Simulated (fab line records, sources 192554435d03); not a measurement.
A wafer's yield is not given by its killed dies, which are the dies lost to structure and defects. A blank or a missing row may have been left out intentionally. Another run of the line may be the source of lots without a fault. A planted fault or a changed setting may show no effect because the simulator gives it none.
Matching of chambers || flow n5-finfet || N5_BEOL_M10_ETCH_65 on rie-diel-03: 4 sister chambers
The step etches SiARC in CF4, target depth 39 nm, time 65 s. 4 wafers are shown with their chamber, then 8 later ones without.

WAFERS, EACH WITH ITS CHAMBER
{"wafer": "L082.1", "chamber": 0, "drypump-motor-current-A (A)": 5.2}
{"wafer": "L086.6", "chamber": 1, "drypump-motor-current-A (A)": 5.4}
{"wafer": "L088.2", "chamber": 3, "drypump-motor-current-A (A)": 6.4}
{"wafer": "L091.2", "chamber": 2, "drypump-motor-current-A (A)": 4.7}

WAFERS WHOSE CHAMBER IS MISSING
{"wafer": "L091.3", "drypump-motor-current-A (A)": 5.2}
{"wafer": "L091.5", "drypump-motor-current-A (A)": 4.7}
{"wafer": "L095.1", "drypump-motor-current-A (A)": 4.7}
{"wafer": "L095.5", "drypump-motor-current-A (A)": 4.7}
{"wafer": "L095.6", "drypump-motor-current-A (A)": 6.5}
{"wafer": "L097.3", "drypump-motor-current-A (A)": 6.4}
{"wafer": "L097.4", "drypump-motor-current-A (A)": 5.4}
{"wafer": "L097.6", "drypump-motor-current-A (A)": 6.5}

WHICH CHAMBER EACH WENT THROUGH
{"wafer": "L091.3", "from the rows above": 0, "in truth": 0}
{"wafer": "L091.5", "from the rows above": 2, "in truth": 2}
{"wafer": "L095.1", "from the rows above": 2, "in truth": 2}
{"wafer": "L095.5", "from the rows above": 2, "in truth": 2}
{"wafer": "L095.6", "from the rows above": 3, "in truth": 3}
{"wafer": "L097.3", "from the rows above": 3, "in truth": 3}
{"wafer": "L097.4", "from the rows above": 1, "in truth": 1}
{"wafer": "L097.6", "from the rows above": 3, "in truth": 3}
8 of 8 placed correctly. From these rows, 0 cannot be placed. Placed wrongly: 0.
How it was worked out, from the rows above alone: a wafer's distance from a chamber is the root of the sum, over the readings, of the square of ((its reading less the chamber's mean) divided by the reading's scatter). The wafer belongs to the nearest chamber; if the next one is less than 2 further off, it can't be placed. The mean given for a chamber averages the wafers shown for that chamber. The scatter: with one shown wafer a chamber, the root of the mean of the squares of how far each hidden wafer lies from its nearest shown one.
